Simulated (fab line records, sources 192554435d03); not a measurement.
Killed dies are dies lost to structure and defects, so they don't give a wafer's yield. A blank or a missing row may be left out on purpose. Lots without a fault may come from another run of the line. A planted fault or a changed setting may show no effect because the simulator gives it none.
fab line records | flow n5_finfet
record lots=7 wafers=21
route steps=1938 shown BEOL_M8@1362 BEOL_M9@1431 BEOL_M11@1536
start_h: hours from the record's first day to the start of the lot's first wafer shown | wait_h: hours since the lot's step before | " the same as in the row above | L1.1+2: a row that stands for several wafers | - no value, or no start given | * or withheld: withheld | < > ~ a bound
route shown NAME@n: a module of which the file shows steps, and the number in the route of the first | usual: mean/standard deviation of fault-free wafers | same: alike in all rows | chamber/n: place in a boat | sites: the reading at each site | _std_site: their standard deviation | _edge_site: outer sites' mean less inner sites' | radius_mm: how far each site lies from the wafer's centre | mask NAME#n: copy n | behind: the tool/chamber that last shaped the wafer | hold: why the lot was held/for how many hours/how that ended | device: the transistor (n, p or np) that didn't switch | end of line: the same wafers' tests at the end of the route | a step without rows: its recipe alone | killed: dies lost to structure and defects at the first sort, not the wafer's yield | map: a wafer's dies, x killed, . not, _ none there
set.NAME: the setting as run; set.NAME@STEP: as run at that earlier step | model.NAME: the simulator's own value behind a step, which no gauge read
lots whose settings were changed on purpose; a table a step, a row a wafer
## steps
# step N5_BEOL_M8_EXPOSE_25
# recipe mask_id=V7 na=0.33 source_shape=annular sigma_inner=0.4 sigma_outer=0.8 polarization=unpolarized target_cd_nm=40 dose_mj=42.5
# columns lot.wafer tool chamber start_h wait_h mask set.dose_mj
L076.2+6 euv_scanner-02 0 216.11 - V7#0 39.98
L076.4 " 0 " " V7#0 42.5
L081.2+3+5 euv_scanner-01 0 243.42 - V7#0 42.5
L083.2+5 euv_scanner-01 0 253.05 - V7#0 39.38
L083.6 " 0 " " V7#0 42.5
L084.1+2+5 euv_scanner-02 0 262.96 - V7#0 43.97
L087.1+6 euv_scanner-02 0 290.48 - V7#0 40.98
L087.4 " 0 " " V7#0 42.5
L097.2 euv_scanner-02 0 340.76 - V7#0 42.5
L097.4+6 " 0 " " V7#0 40.09
L096.1+5+6 euv_scanner-02 0 342.74 - V7#0 42.5
# step N5_BEOL_M8_PEB_26
# recipe peb_temp_c=100 peb_time_s=60 resist=CAR-EUV
# step N5_BEOL_M8_DEVELOP_27
# recipe develop_time_s=30 developer=TMAH resist=CAR-EUV rinse_liquid=surfactant_rinse dry=air_spin dev_temp_c=23
# step N5_BEOL_M8_CD_MEAS_28
# recipe target_cd_nm=40 landing_energy_ev=500 detector=se_inlens
# usual cd_nm=39.98/0.23
# columns lot.wafer tool chamber start_h wait_h set.dose_mj@BEOL_M8_EXPOSE_25 cd_nm
L076.2 cd_sem-01 0 216.24 - 39.98 38.28
L076.4 " 0 " " 42.5 39.73
L076.6 " 0 " " 39.98 38.47
L081.2 cd_sem-03 0 243.54 - 42.5 39.83
L081.3 " 0 " " 42.5 40.07
L081.5 " 0 " " 42.5 40.50
L083.2 cd_sem-01 0 253.18 - 39.38 38.81
L083.5 " 0 " " 39.38 38.05
L083.6 " 0 " " 42.5 39.98
L084.1 cd_sem-01 0 263.11 - 43.97 40.60
L084.2 " 0 " " 43.97 40.57
L084.5 " 0 " " 43.97 40.61
L087.1 cd_sem-03 0 290.62 - 40.98 38.94
L087.4 " 0 " " 42.5 39.95
L087.6 " 0 " " 40.98 38.51
L097.2 cd_sem-03 0 340.89 - 42.5 39.77
L097.4 " 0 " " 40.09 38.41
L097.6 " 0 " " 40.09 38.96
L096.1 cd_sem-02 0 342.88 - 42.5 40.13
L096.5 " 0 " " 42.5 40.52
L096.6 " 0 " " 42.5 40.19
# step N5_BEOL_M8_DESCUM_33
# recipe chemistry=O2 time_s=7 source_power_w=50 bias_power_w=20 pressure_mtorr=20 rf_frequency_hz=2.712e+07 temp_c=40 resist=CAR-EUV o2_flow_sccm=225
# columns lot.wafer tool chamber start_h wait_h set.dose_mj@BEOL_M8_EXPOSE_25 model.BEOL_M8.cd_nm
L076.2+6 rie_diel-05 0 216.57 0.2 39.98 38.6
L076.4 " 2 " " 42.5 40
L081.2 rie_diel-05 1 243.66 0.0 42.5 40
L081.3+5 " 2,0 " " 42.5 40.2
L083.2 rie_diel-04 1 253.30 0.0 39.38 38
L083.5 " 3 " " 39.38 38.2
L083.6 " 2 " " 42.5 39.8
L084.1+2+5 rie_diel-05 1,0,2 263.24 0.0 43.97 40.8
L087.1+6 rie_diel-04 3,2 290.74 0.0 40.98 39.2
L087.4 " 0 " " 42.5 39.8
L097.2 rie_diel-03 1 341.01 0.0 42.5 40
L097.4 " 0 " " 40.09 38.8
L097.6 " 1 " " 40.09 38.6
L096.1+6 rie_diel-03 3 343.00 0.0 42.5 40.2
L096.5 " 2 " " 42.5 40.4
# step N5_BEOL_M8_ETCH_72
# recipe chemistry=N2/H2 target=underlayer target_depth_a=65 mask_material=CAR-EUV time_s=5.2 ion_energy_ev=200 pressure_mtorr=30 source_w=840 bias_w=150 n2_flow_sccm=200 h2_flow_sccm=200 ends=cleared
# usual etch_rf_on_time_s=5.19/0.062
# columns lot.wafer tool chamber start_h wait_h set.spin_rpm@BEOL_M8_COAT_71 etch_rf_on_time_s model.etch.depth_nm
L076.2 rie_diel-05 0 216.60 0.0 1500 5.26 5.018
L076.4 " 2 " " 1590 5.05 4.882
L076.6 " 0 " " 1590 5.03 4.868
L081.2 rie_diel-05 1 243.70 0.0 1567 5.12 4.908
L081.3 " 2 " " 1567 5.10 4.91
L081.5 " 0 " " 1500 5.30 5.004
L083.2 rie_diel-04 1 253.33 0.0 1341 5.48 5.292
L083.5 " 3 " " 1500 5.14 5.01
L083.6 " 2 " " 1341 5.41 5.28
L084.1 rie_diel-05 1 263.27 0.0 1336 5.45 5.31
L084.2 " 0 " " 1336 5.43 5.314
L084.5 " 2 " " 1500 5.11 5.002
L087.1 rie_diel-04 3 290.77 0.0 1500 5.14 5.032
L087.4 " 0 " " 1630 4.95 4.834
L087.6 " 2 " " 1630 4.98 4.826
L097.2 rie_diel-03 1 341.05 0.0 1500 5.26 5.016
L097.4 " 0 " " 1500 5.20 5.019
L097.6 " 1 " " 1500 5.30 5.043
L096.1 rie_diel-03 3 343.04 0.0 1500 5.28 5.002
L096.5 " 2 " " 1500 5.17 4.996
L096.6 " 3 " " 1500 5.26 4.998
# step N5_BEOL_M9_EXPOSE_25
# recipe mask_id=V8 na=0.33 source_shape=annular sigma_inner=0.4 sigma_outer=0.8 polarization=unpolarized dose_mj=37.25
# columns lot.wafer tool chamber start_h wait_h mask set.dose_mj
L076.2+4 euv_scanner-02 0 226.56 - V8#0 36.11
L076.6 " 0 " " V8#0 37.25
L081.2+5 euv_scanner-01 0 249.22 - V8#0 37.25
L081.3 " 0 " " V8#0 35.64
L083.2+5+6 euv_scanner-02 0 259.93 - V8#0 37.25
L084.1+5 euv_scanner-01 0 269.65 - V8#0 35.56
L084.2 " 0 " " V8#0 37.25
L087.1+6 euv_scanner-01 0 297.04 - V8#0 37.95
L087.4 " 0 " " V8#0 37.25
L097.2+4 euv_scanner-02 0 349.33 - V8#0 37.25
L097.6 " 0 " " V8#0 35.06
L096.1+5+6 euv_scanner-02 0 349.89 - V8#0 37.25
# step N5_BEOL_M9_PEB_26
# recipe peb_temp_c=100 peb_time_s=60 resist=CAR-EUV
# step N5_BEOL_M9_DEVELOP_27
# recipe develop_time_s=30 developer=TMAH resist=CAR-EUV rinse_liquid=surfactant_rinse dry=air_spin dev_temp_c=23
# step N5_BEOL_M9_CD_MEAS_28
# recipe target_cd_nm=70 landing_energy_ev=500 detector=se_inlens polarity=opening
# usual cd_nm=70.03/0.24
# columns lot.wafer tool chamber start_h wait_h set.dose_mj@BEOL_M9_EXPOSE_25 cd_nm
L076.2 cd_sem-03 0 226.68 - 36.11 69.00
L076.4 " 0 " " 36.11 69.27
L076.6 " 0 " " 37.25 70.04
L081.2 cd_sem-01 0 249.34 - 37.25 69.87
L081.3 " 0 " " 35.64 68.71
L081.5 " 0 " " 37.25 69.84
L083.2 cd_sem-01 0 260.05 - 37.25 69.86
L083.5 " 0 " " 37.25 69.83
L083.6 " 0 " " 37.25 69.89
L084.1 cd_sem-01 0 269.78 - 35.56 68.98
L084.2 " 0 " " 37.25 70.16
L084.5 " 0 " " 35.56 69.31
L087.1 cd_sem-03 0 297.17 - 37.95 70.68
L087.4 " 0 " " 37.25 70.00
L087.6 " 0 " " 37.95 70.35
L097.2 cd_sem-01 0 349.46 - 37.25 70.12
L097.4 " 0 " " 37.25 69.94
L097.6 " 0 " " 35.06 68.37
L096.1 cd_sem-03 0 350.02 - 37.25 69.99
L096.5 " 0 " " 37.25 69.94
L096.6 " 0 " " 37.25 70.50
# step N5_BEOL_M9_CMP_52
# recipe stop_on=SiCOH_lowk t_overpolish_s=7 down_force_psi=1 platen_rpm=50 clearing_platen_down_force_psi=1.5 clearing_platen_rpm=50 post_cmp_clean=cu_alkaline target_thk_nm=140 clearing_platen_pad_velocity_m_s=0.99484 pad_velocity_m_s=0.99484
# usual barrier_field_endpoint_s=29.1/0.58
# columns lot.wafer tool chamber start_h wait_h set.down_force_psi barrier_field_endpoint_s
L076.4 cmp-02 1 229.82 0.2 1 29.7
L076.2 " 3 " " 1.154 24.9
L076.6 " 2 " " 1.154 25.9
L081.2 cmp-03 1 251.79 0.3 1 28.4
L081.3 " 2 " " 1 28.0
L081.5 " 0 " " 1 29.9
L083.2 cmp-03 0 264.17 0.2 1.192 24.8
L083.6 " 0 " " 1.192 25.3
L083.5 " 1 " " 1 29.6
L084.2 cmp-02 2 273.58 0.2 1.078 26.6
L084.1 " 1 " " 1 28.6
L084.5 " 3 " " 1.078 27.4
L087.4 cmp-02 3 299.71 0.2 1 28.8
L087.1 " 0 " " 1 28.0
L087.6 " 1 " " 1 29.0
L097.4 cmp-03 0 352.34 0.1 1 29.1
L097.2 " 3 " " 1 29.1
L097.6 " 0 " " 1 28.9
L096.1 cmp-04 2 352.91 0.4 1 28.3
L096.6 " 3 " " 1 29.8
L096.5 " 0 " " 1 29.3
# step N5_BEOL_M11_ILD_DEP_00
# recipe material=SiCOH_lowk target_thk_a=3085.1 temp_c=300 precursor=DEMS/porogen pressure_torr=5 rf_w=500 time_s=58
# columns lot.wafer tool chamber start_h wait_h set.time_s model.SiCOH_lowk_of_BEOL_M11_ILD_DEP_00.thk_nm
L076.2 pecvd-02 1 238.13 0.0 58 305.2
L076.4 " 0 " " 64.56 348
L076.6 " 2 " " 64.56 346.2
L081.2 pecvd-01 2 259.49 0.0 58 310
L081.3 " 1 " " 58 316
L081.5 " 0 " " 51.83 283.2
L083.2 pecvd-02 0 272.98 0.0 58 301.8
L083.5 " 0 " " 58 310.6
L083.6 " 2 " " 58 308
L084.1 pecvd-02 2 281.51 0.0 58 311
L084.2 " 1 " " 51.95 277.6
L084.5 " 2 " " 58 317
L087.1 pecvd-04 1 307.46 0.0 58 310.4
L087.4 " 0 " " 58 312.6
L087.6 " 2 " " 55.19 297.6
L097.2 pecvd-02 1 361.29 0.0 52.16 275.8
L097.4 " 2 " " 58 308.8
L097.6 " 1 " " 52.16 275.4
L096.1 pecvd-01 2 362.70 0.0 58 311.8
L096.5 " 1 " " 58 316.2
L096.6 " 2 " " 58 314.2
# step N5_BEOL_M11_CURE_71
# recipe temp_c=385 time_s=240 ambient=He/Ar material=SiCOH_lowk
# columns lot.wafer tool chamber start_h wait_h set.time_s@BEOL_M11_ILD_DEP_00 model.SiCOH_lowk_of_BEOL_M11_ILD_DEP_00.thk_nm
L076.2 uv_cure-02 1 238.37 0.2 58 265.2
L076.4 " 1 " " 64.56 303
L076.6 " 1 " " 64.56 301.4
L081.2 uv_cure-02 0 259.65 0.1 58 269.4
L081.3 " 0 " " 58 274.6
L081.5 " 0 " " 51.83 245.6
L083.2 uv_cure-02 0 273.14 0.1 58 262.2
L083.5 " 0 " " 58 270
L083.6 " 0 " " 58 267.6
L084.1 uv_cure-03 0 281.59 0.0 58 270.2
L084.2 " 0 " " 51.95 240.8
L084.5 " 0 " " 58 275.4
L087.1 uv_cure-01 1 307.54 0.0 58 269.6
L087.4 " 1 " " 58 271.6
L087.6 " 1 " " 55.19 258.4
L097.2 uv_cure-02 2 361.45 0.1 52.16 239
L097.4 " 2 " " 58 268.2
L097.6 " 2 " " 52.16 238.8
L096.1 uv_cure-03 1 362.77 0.0 58 271
L096.5 " 1 " " 58 274.8
L096.6 " 1 " " 58 273
# step N5_BEOL_M11_THK_MEAS_01
# recipe reads=SiCOH_lowk_of_BEOL_M11_ILD_DEP_00
# usual M11_ILD_THK=270/3.4
# columns lot.wafer tool chamber start_h wait_h set.time_s@BEOL_M11_ILD_DEP_00 M11_ILD_THK[nm]
L076.2 film_metro-01 - 239.21 0.7 58 265
L076.4 " - " " 64.56 303
L076.6 " - " " 64.56 301
L081.2 film_metro-02 - 260.08 0.4 58 269
L081.3 " - " " 58 274
L081.5 " - " " 51.83 246
L083.2 film_metro-01 - 273.57 0.4 58 262
L083.5 " - " " 58 270
L083.6 " - " " 58 268
L084.1 film_metro-02 - 282.10 0.4 58 270
L084.2 " - " " 51.95 241
L084.5 " - " " 58 276
L087.1 film_metro-01 - 308.05 0.4 58 270
L087.4 " - " " 58 271
L087.6 " - " " 55.19 258
L097.2 film_metro-02 - 361.88 0.4 52.16 239
L097.4 " - " " 58 268
L097.6 " - " " 52.16 239
L096.1 film_metro-02 - 363.77 0.8 58 271
L096.5 " - " " 58 275
L096.6 " - " " 58 273
# step N5_BEOL_M11_TRENCH_ETCH_37
# recipe chemistry=C4F6/O2 target_depth_a=1488.3 target=SiCOH_lowk time_s=48 ion_energy_ev=250 pressure_mtorr=30 source_w=345 bias_w=185 Ar_flow_sccm=300 C4F6_flow_sccm=10 O2_flow_sccm=10
# columns lot.wafer tool chamber start_h wait_h set.time_s model.BEOL_M11.feature_depth_nm model.etch.depth_nm model.TiN_of_BEOL_M11_HM_DEP_02.thk_nm
L076.2 rie_diel-02 2 - - 48 147 147 15.8
L076.4 " 1 " " 48 148.8 148.9 15.6
L076.6 " 2 " " 56.52 173.6 173.5 15
L081.2 rie_diel-06 0 - - 48 144 144 16
L081.3 " 1 " " 48 146.4 146.4 16
L081.5 " 0 " " 48 145.8 145.8 15.8
L083.2 rie_diel-06 1 - - 58 179.8 179.9 14.8
L083.5 " 3 " " 58 182.4 182.4 14.8
L083.6 " 2 " " 48 148.6 148.6 15.6
L084.1 rie_diel-01 3 - - 48 152 152 16.2
L084.2 " 2 " " 52.09 158.4 158.4 16
L084.5 " 1 " " 52.09 158.6 158.5 15.8
L087.1 rie_diel-01 2 - - 42.89 131.6 131.6 16.4
L087.4 " 1 " " 48 146.2 146.1 16
L087.6 " 1 " " 42.89 131.2 131.1 16.4
L097.2 rie_diel-06 3 - - 48 148.6 148.7 15.8
L097.4 " 2 " " 48 146.8 146.8 15.8
L097.6 " 2 " " 48 147.4 147.4 15.8
L096.1 rie_diel-01 0 - - 48 147.8 147.8 16
L096.5 " 2 " " 48 145.6 145.6 16.2
L096.6 " 0 " " 48 148 148 15.8
# step N5_BEOL_M11_ETCH_41
# recipe chemistry=CH3F/O2 target=SiCN target_depth_a=426 taper_deg=2 time_s=86 ion_energy_ev=120 mask_material=TiN pressure_mtorr=30 source_w=395 bias_w=75 Ar_flow_sccm=150 CH3F_flow_sccm=30 O2_flow_sccm=20
# step N5_BEOL_M11_STRIP_77
# recipe chemistry=N2/H2 time_s=10 power_w=450 temp_c=40 pressure_mtorr=20 rf_frequency_hz=6e+07 bias_power_w=7 n2_flow_sccm=200 h2_flow_sccm=200
# step N5_BEOL_M11_OCD_MEAS_38
# usual trench_depth_nm=147.7/1.7
# columns lot.wafer tool chamber start_h wait_h set.time_s@BEOL_M11_TRENCH_ETCH_37 trench_depth_nm
L076.2 ocd-01 - 244.85 - 48 146.7
L076.4 " - " " 48 148.4
L076.6 " - " " 56.52 173.7
L081.2 ocd-01 - 263.62 - 48 143.6
L081.3 " - " " 48 146.4
L081.5 " - " " 48 145.4
L083.2 ocd-02 - 277.59 - 58 179.5
L083.5 " - " " 58 181.9
L083.6 " - " " 48 148.5
L084.1 ocd-02 - 288.67 - 48 152.2
L084.2 " - " " 52.09 158.2
L084.5 " - " " 52.09 158.7
L087.1 ocd-01 - 312.93 - 42.89 131.2
L087.4 " - " " 48 146.4
L087.6 " - " " 42.89 131.5
L097.2 ocd-01 - 370.14 - 48 148.4
L097.4 " - " " 48 146.4
L097.6 " - " " 48 147.3
L096.1 ocd-02 - 370.86 - 48 148.2
L096.5 " - " " 48 145.7
L096.6 " - " " 48 148.4
# step N5_BEOL_M11_DEGAS_44
# recipe ambient=vacuum temp_c=250 time_s=60
# columns lot.wafer tool chamber start_h wait_h set.temp_c
L076.2+6 pvd_sputter-01 - 246.15 1.0 250
L076.4 " - " " 241.9
L081.2+3+5 pvd_sputter-01 - 264.46 0.4 250
L083.2+6 pvd_sputter-02 - 279.29 1.4 250
L083.5 " - " " 260.1
L084.1+2+5 pvd_sputter-01 - 289.44 0.5 250
L087.1 pvd_sputter-01 - 313.56 0.4 250
L087.4+6 " - " " 241.2
L097.2+6 pvd_sputter-03 - 371.83 1.4 250
L097.4 " - " " 254.9
L096.1+5+6 pvd_sputter-03 - 372.07 0.9 250
# step N5_BEOL_M11_PRE_CLEAN_45
# recipe gas=H2/He time_s=30 temp_c=250
# step N5_BEOL_M11_ALD_74
# recipe material=TaN target_thk_a=20 temp_c=275 ald_precursor_family=PDMAT ald_co_reactant=NH3 pressure_torr=3 carrier_flow_sccm=1500 pulse_time_s=2 purge_time_s=3 co_reactant_purge_time_s=2 co_reactant_pulse_time_s=3 ald_cycles=40 precursor_vessel_temp_c=75 precursor_vessel_pressure_torr=26.25 precursor_vessel_carrier_sccm=1000
# step N5_BEOL_M11_ECD_50
# recipe material=Cu target_thk_a=3180
# step N5_BEOL_M11_ANNEAL_51
# recipe temp_c=225 time_s=90 ambient=N2
# step N5_BEOL_M11_CMP_52
# recipe stop_on=SiCOH_lowk t_overpolish_s=7 down_force_psi=1 platen_rpm=50 clearing_platen_down_force_psi=1.5 clearing_platen_rpm=50 post_cmp_clean=cu_alkaline target_thk_nm=140 clearing_platen_pad_velocity_m_s=0.99484 pad_velocity_m_s=0.99484
# columns lot.wafer tool chamber start_h wait_h set.time_s@BEOL_M11_TRENCH_ETCH_37 model.Cu_of_BEOL_M11_ECD_50.thk_nm
L076.2 cmp-03 2 248.17 0.2 48 137.8
L076.4 " 3 " " 48 140.2
L076.6 " 1 " " 56.52 163.4
L081.2 cmp-04 2 265.86 0.3 48 135.4
L081.3 " 3 " " 48 137.4
L081.5 " 1 " " 48 137.2
L083.2 cmp-01 0 280.57 0.3 58 171.6
L083.6 " 2 " " 48 140
L083.5 " 3 " " 58 175
L084.1 cmp-03 3 290.82 0.3 48 141.6
L084.2+5 " 2,0 " " 52.09 148.8
L087.1 cmp-01 3 315.59 0.3 42.89 122.6
L087.4 " 1 " " 48 137.2
L087.6 " 0 " " 42.89 123.8
L097.4 cmp-01 0 372.95 0.2 48 137
L097.2 " 1 " " 48 139.6
L097.6 " 0 " " 48 139
L096.1 cmp-03 2 373.38 0.4 48 139
L096.6 " 3 " " 48 140.4
L096.5 " 0 " " 48 136.4
# step N5_BEOL_M11_THK_MEAS_53
# recipe thk_meas_gauge=xrf reads=Cu_of_BEOL_M11_ECD_50
# usual M11_THK=139.2/2.4
# columns lot.wafer tool chamber start_h wait_h set.time_s@BEOL_M11_TRENCH_ETCH_37 M11_THK[nm]
L076.2 film_metro-01 - 248.42 - 48 136.9
L076.4 " - " " 48 139.3
L076.6 " - " " 56.52 162.9
L081.2 film_metro-02 - 266.08 - 48 134.8
L081.3 " - " " 48 137.2
L081.5 " - " " 48 137.1
L083.2 film_metro-02 - 280.78 - 58 171.9
L083.5 " - " " 58 176.2
L083.6 " - " " 48 140.0
L084.1 film_metro-02 - 291.11 - 48 143.1
L084.2 " - " " 52.09 150.1
L084.5 " - " " 52.09 150.3
L087.1 film_metro-01 - 315.88 - 42.89 122.4
L087.4 " - " " 48 136.0
L087.6 " - " " 42.89 123.2
L097.2 film_metro-02 - 373.21 - 48 140.3
L097.4 " - " " 48 137.9
L097.6 " - " " 48 139.8
L096.1 film_metro-02 - 373.56 - 48 139.1
L096.5 " - " " 48 136.6
L096.6 " - " " 48 140.3
# step N5_BEOL_M11_PRE_CLEAN_55
# recipe gas=NH3 time_s=15 temp_c=withheld rf_power_w=300
# step N5_BEOL_M11_DEP_56
# recipe material=SiCN target_thk_a=300 temp_c=withheld precursor=3MS/NH3 pressure_torr=3 rf_w=675 time_s=10.5
# step N5_BEOL_M11_RS_MEAS_57
# recipe thk_meas_gauge=four-point-probe reads=Cu_of_BEOL_M11_ECD_50+Co_of_BEOL_M11_CVD_75+TaN_of_BEOL_M11_ALD_74
# usual M11_RS=0.1518/0.0023
# columns lot.wafer tool chamber start_h wait_h set.time_s@BEOL_M11_TRENCH_ETCH_37 M11_RS[ohm/sq]
L076.2 film_metro-01 - 248.55 0.0 48 0.1536
L076.4 " - " " 48 0.1507
L076.6 " - " " 56.52 0.1271
L081.2 film_metro-01 - 266.21 0.0 48 0.1565
L081.3 " - " " 48 0.1540
L081.5 " - " " 48 0.1544
L083.2 film_metro-01 - 280.91 0.0 58 0.1210
L083.5 " - " " 58 0.1181
L083.6 " - " " 48 0.1504
L084.1 film_metro-02 - 291.24 0.0 48 0.1487
L084.2 " - " " 52.09 0.1407
L084.5 " - " " 52.09 0.1408
L087.1 film_metro-01 - 316.01 0.0 42.89 0.1748
L087.4 " - " " 48 0.1543
L087.6 " - " " 42.89 0.1728
L097.2 film_metro-01 - 373.34 0.0 48 0.1513
L097.4 " - " " 48 0.1546
L097.6 " - " " 48 0.1521
L096.1 film_metro-02 - 373.71 0.1 48 0.1521
L096.5 " - " " 48 0.1553
L096.6 " - " " 48 0.1504
## key
split step=N5_BEOL_M8_EXPOSE_25 setting=dose_mj stated=42.5 by=wafer
response step=N5_BEOL_M8_CD_MEAS_28 reading=cd_nm change=+0.224 per=1% r=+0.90
response step=N5_BEOL_M8_DESCUM_33 reading=model.BEOL_M8.cd_nm change=+0.226 per=1% r=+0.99
split step=N5_BEOL_M9_EXPOSE_25 setting=dose_mj stated=37.25 by=wafer
response step=N5_BEOL_M9_CD_MEAS_28 reading=cd_nm change=+0.266 per=1% r=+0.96
split step=N5_BEOL_M9_CMP_52 setting=down_force_psi stated=1 by=wafer
response step=N5_BEOL_M9_CMP_52 reading=barrier_field_endpoint_s change=-0.25 per=1% r=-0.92
split step=N5_BEOL_M11_ILD_DEP_00 setting=time_s stated=58 by=wafer
response step=N5_BEOL_M11_ILD_DEP_00 reading=model.SiCOH_lowk_of_BEOL_M11_ILD_DEP_00.thk_nm change=+3.31 per=1% r=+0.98
response step=N5_BEOL_M11_CURE_71 reading=model.SiCOH_lowk_of_BEOL_M11_ILD_DEP_00.thk_nm change=+2.92 per=1% r=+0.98
response step=N5_BEOL_M11_THK_MEAS_01 reading=M11_ILD_THK change=+2.92 per=1% r=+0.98
split step=N5_BEOL_M11_TRENCH_ETCH_37 setting=time_s stated=48 by=wafer
response step=N5_BEOL_M11_TRENCH_ETCH_37 reading=model.BEOL_M11.feature_depth_nm change=+1.44 per=1% r=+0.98
response step=N5_BEOL_M11_TRENCH_ETCH_37 reading=model.etch.depth_nm change=+1.44 per=1% r=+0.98
response step=N5_BEOL_M11_TRENCH_ETCH_37 reading=model.TiN_of_BEOL_M11_HM_DEP_02.thk_nm change=-0.0384 per=1% r=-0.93
response step=N5_BEOL_M11_OCD_MEAS_38 reading=trench_depth_nm change=+1.44 per=1% r=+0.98
response step=N5_BEOL_M11_CMP_52 reading=model.Cu_of_BEOL_M11_ECD_50.thk_nm change=+1.43 per=1% r=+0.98
response step=N5_BEOL_M11_THK_MEAS_53 reading=M11_THK change=+1.44 per=1% r=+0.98
response step=N5_BEOL_M11_RS_MEAS_57 reading=M11_RS change=-0.00146 per=1% r=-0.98
split step=N5_BEOL_M11_DEGAS_44 setting=temp_c stated=250 by=wafer
response none clear
split outside_this_file step=N5_BEOL_M8_COAT_71 setting=spin_rpm
# split outside_this_file: this setting was split too, and the file shows its column; the key of that split is in another file
